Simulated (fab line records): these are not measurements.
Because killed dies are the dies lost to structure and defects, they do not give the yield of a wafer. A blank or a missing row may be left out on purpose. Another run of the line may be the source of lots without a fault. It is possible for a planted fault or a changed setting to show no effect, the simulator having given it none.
A lot that was struck, set against a sound lot / flow nand-harc / 14 out of 1302 route steps
Sound: these wafers, L455.2, L455.3, L455.4. Struck: wafer L452.4; the same lot's L452.5 was not struck, so it is left out; see the end for the cause.
Per side, at each step with rows, come the tool, then ch with its chambers, and then its first start. Under that, the readings that differ: sound wafers / struck wafers / difference of the means / sigmas: that difference in standard deviations of wafers without a fault.
alike: readings whose means differ by less than 2 such deviations, and words and numbers that are the same on both sides. not compared: withheld readings, readings that some wafer has no value for, bounds like >300 that may hide the same value, and numbers for which the record gives no deviation and whose values overlap.
Wherever a step has rows on one side only, a row that says differs or no value, or a row with sigmas, the two part there. When numbers do not overlap yet have no deviation, they are printed without sigmas and do not part them. Lack of a reading on every wafer of one side parts them only where that side has two or more wafers.

first, 2 steps without rows for these wafers: NHARC_A_CONTACT_STRIP_100 (strips in CF4/CHF3); NHARC_A_CONTACT_STRIP_101 (strips in O2/COS).
NHARC_A_CONTACT_ETCH_102: etches the open film in CF4/O2, target depth 100 nm, overetch 10 nm, time 55 s.
  sound on rie-diel-03 ch 1,2,3, day 30 00:59; struck on rie-diel-04 ch 1, day 28 02:44
reading=rf-vpp-V (V); sound=198.9 197.6 198.5; struck=201.0; difference=+2.7; sigmas=+2
  alike: drypump-motor-current-A, mfc-ar-sccm, oes-product-au, showerhead-plenum-p-Torr, throttle-valve-pct
  not compared: rf-hours-counter-h
NHARC_A_CONTACT_STRIP_55: strips in O2.
  sound on rie-diel-03 ch 0,1,2; struck on rie-diel-04 ch 3
reading=rf-hours-counter-h (h); sound=21 18 19; struck=17; difference=-2; sigmas=
  alike: drypump-motor-current-A, mfc-ar-sccm, oes-product-au, rf-vpp-V, showerhead-plenum-p-Torr, throttle-valve-pct
then, 1 step without rows for these wafers: NHARC_A_CONTACT_STRIP_56 (strips in post etch residue remover, time 600 s).
NHARC_A_CONTACT_DEP_57: deposits aC, target thk 5300 nm.
  sound on acl-dep-01 ch 0, day 30 04:52; struck on acl-dep-02 ch 0, day 28 07:22
  alike: throttle-valve-pct
NHARC_A_CONTACT_DEP_58: deposits SiON, target thk 90 nm.
  sound on pecvd-01 ch 0,1, day 30 07:35; struck on pecvd-03 ch 0, day 28 09:05
reading=heater-power-w (W); sound=675 656 663; struck=899; difference=+234; sigmas=+3
then, 5 steps without rows for these wafers: NHARC_A_CONTACT_DEHYDRATE_59 (time 120 s); NHARC_A_CONTACT_HMDS_60 (time 30 s); NHARC_A_CONTACT_COAT_61 (time 75 s); NHARC_A_CONTACT_COAT_62 (time 65 s); NHARC_A_CONTACT_COAT_63 (resist thk 90 nm).
NHARC_A_CONTACT_SOFTBAKE_64: time 55 s.
  sound on litho-track-01 ch 0, day 30 07:00; struck on litho-track-06 ch 0, day 28 09:00
reading=heater-power-total-W (W); sound=188.37 188.31 188.64; struck=323.16; difference=+134.72; sigmas=+99 or more
following that, these wafers have no rows for 1 step: NHARC_A_CONTACT_EBR_65.

WHERE THEY PART
Last at NHARC_A_CONTACT_SOFTBAKE_64 as far as this record goes, first at NHARC_A_CONTACT_ETCH_102.

WHY: what the simulator had put in
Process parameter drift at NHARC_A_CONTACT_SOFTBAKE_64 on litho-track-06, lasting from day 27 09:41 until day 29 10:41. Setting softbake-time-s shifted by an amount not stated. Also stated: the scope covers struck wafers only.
